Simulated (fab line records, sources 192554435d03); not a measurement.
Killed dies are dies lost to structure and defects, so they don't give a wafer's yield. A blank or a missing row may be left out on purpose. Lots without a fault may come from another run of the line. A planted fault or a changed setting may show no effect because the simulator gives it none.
A struck lot beside a sound one | flow n5_finfet | 23 steps out of a route of 1938
Sound: wafers L143.2, L143.3, L143.5. Struck: wafers L145.1, L145.2. (L145.4 of the same lot was not struck and is left out.) The cause comes at the end.
At each step with rows: each side's tool, then ch and its chambers, then its first start. Under that, the readings that differ: sound wafers | struck wafers | difference of the means | sigmas: that difference in standard deviations of wafers without a fault.
alike: readings whose means differ by less than 2 such deviations, and words and numbers that are the same on both sides. not compared: withheld readings, readings that some wafer has no value for, bounds like >300 that may hide the same value, and numbers for which the record gives no deviation and whose values overlap.
The two part at a step that has a row with sigmas, a row that says differs or no value, or rows on one side only. Numbers that don't overlap but have no deviation are shown without sigmas and don't part them. A reading that every wafer of one side lacks parts them only if that side has two wafers or more.

first, 2 steps without rows for these wafers: N5_GATE_CUT_ETCH_28 (etches underlayer in N2/H2, target depth 13 nm, time 10.4 s); N5_GATE_CUT_ETCH_36 (etches SiARC in CF4, target depth 13 nm, time 21.7 s).
N5_GATE_CUT_ETCH_37: etches SOC in N2/H2, target depth 60 nm, overetch 12 nm, time 90 s.
  sound on rie_diel-03 ch 0,1,3, day 6 11:58; struck on rie_diel-05 ch 2,3, day 6 23:35
  alike: drypump_motor_current_A, oes_product_au, rf_vpp_V, showerhead_plenum_p_Torr, throttle_valve_pct
  not compared: rf_hours_counter_h
then, 2 steps without rows for these wafers: N5_GATE_CUT_STRIP_38 (strips in N2/H2); N5_GATE_CUT_STRIP_39 (strips in N2/H2).
N5_GATE_CUT_HM_OPEN_40: chemistry C4F6/O2, target SiO2, target depth 139 nm, time 85.1 s.
  sound on rie_diel-03 ch 0,1,3, day 6 12:02; struck on rie_diel-05 ch 2,3, day 6 23:40
  reading      | sound       | struck  | difference | sigmas
  rf_vpp_V (V) | 661 670 672 | 654 658 | -12        | -2
  alike: drypump_motor_current_A, etch_rf_on_time_s, mfc_ar_sccm, oes_product_au, showerhead_plenum_p_Torr, throttle_valve_pct
  not compared: rf_hours_counter_h
then, 4 steps without rows for these wafers: N5_GATE_CUT_STRIP_41 (strips in CF4); N5_GATE_CUT_STRIP_42 (strips in O2); N5_GATE_CUT_ETCH_19 (etches SiNx in CH3F/O2, target depth 53.7 nm, time 76.7 s); N5_GATE_CUT_CUT_ETCH_53 (etches W in SF6/Cl2, target depth 79.2 nm).
N5_GATE_CUT_CUT_ETCH_54: etches TiN in Cl2/BCl3, target depth 96.7 nm.
  sound on rie_metal-01 ch 0,1, day 6 12:20; struck on rie_metal-01 ch 0,1, day 6 23:58
  alike: drypump_motor_current_A, etch_rf_on_time_s, mfc_ar_sccm, oes_product_au, throttle_valve_pct
  not compared: rf_hours_counter_h
then, 1 step without rows for these wafers: N5_GATE_CUT_CUT_ETCH_55 (etches HfO2 in BCl3, target depth 3.2 nm).
N5_GATE_CUT_ETCH_47: etches SiO2 in Cl2/BCl3, target depth 10 nm.
  sound on rie_metal-01 ch 0,1, day 6 12:25; struck on rie_metal-01 ch 0,1, day 7 00:03
  reading                  | sound         | struck      | difference | sigmas
  model.etch.depth_nm (nm) | 10.1 10.13 10 | 7.316 7.168 | -2.835     |
  alike: drypump_motor_current_A, mfc_ar_sccm, oes_product_au, throttle_valve_pct
  not compared: rf_hours_counter_h, model.SiO2_of_GATE_CUT_HM_DEP_46.thk_nm
N5_GATE_CUT_VAPOR_ETCH_48: etches TiN in BCl3/Cl2.
  sound on rie_metal-01 ch 0,1, day 6 12:27; struck on rie_metal-01 ch 0,1, day 7 00:05
  alike: drypump_motor_current_A, oes_product_au
then, 1 step without rows for these wafers: N5_GATE_CUT_VAPOR_ETCH_49 (etches TiAlC in BCl3/Cl2).
N5_GATE_CUT_VAPOR_ETCH_51: etches HfO2 in BCl3/Cl2.
  sound on rie_metal-01 ch 0,1, day 6 12:31; struck on rie_metal-01 ch 0,1, day 7 00:08
  alike: drypump_motor_current_A, oes_product_au
then, 4 steps without rows for these wafers: N5_GATE_CUT_STRIP_21 (strips in N2/H2, time 30 s); N5_GATE_CUT_STRIP_29 (strips in post etch residue remover, time 60 s); N5_GATE_CUT_SRD_52 (time 30 s); N5_GATE_CUT_ALD_22 (deposits SiNx, target thk 16 nm, pulse time 1 s, ald cycles 320).
N5_GATE_CUT_CMP_23: polishes, stops on SiO2, t overpolish 23.4 s, target thk 16 nm.
  sound on cmp-03 ch 0,2, day 6 14:16; struck on cmp-03 ch 2,3, day 7 01:50
  alike: edge_zone_pressure_frac, motor_current_A, overpolish_run_s, time_to_endpoint_s
  not compared: model.SiO2_of_GATE_CUT_HM_DEP_46.thk_nm
N5_GATE_CUT_THK_MEAS_24:
  sound on film_metro-02, day 6 14:31; struck on film_metro-02, day 7 02:08
  alike: GC_FILL_THK
-- the record jumps here: 3 days lie between the struck wafers' starts before and after (it left off in module GATE_CUT and takes up again in module BEOL_M4, whose first step shown is number 1111 of the route) --
N5_BEOL_M4_RC_MEAS_101:
  sound on prober-02 ch 0, day 9 14:36; struck on prober-02 ch 0, day 9 22:49
  alike: DIBL_N, DIBL_P, IOFF_N, IOFF_P, ION_N, ION_P, SS_N, SS_P, VT_N, VT_P

WHERE THEY PART
Only at N5_GATE_CUT_HM_OPEN_40, within this record. Later steps at which nothing parts them and some readings are alike: N5_GATE_CUT_CUT_ETCH_54, N5_GATE_CUT_ETCH_47, N5_GATE_CUT_VAPOR_ETCH_48, N5_GATE_CUT_VAPOR_ETCH_51, N5_GATE_CUT_CMP_23, N5_GATE_CUT_THK_MEAS_24, N5_BEOL_M4_RC_MEAS_101.

WHY: what the simulator had put in
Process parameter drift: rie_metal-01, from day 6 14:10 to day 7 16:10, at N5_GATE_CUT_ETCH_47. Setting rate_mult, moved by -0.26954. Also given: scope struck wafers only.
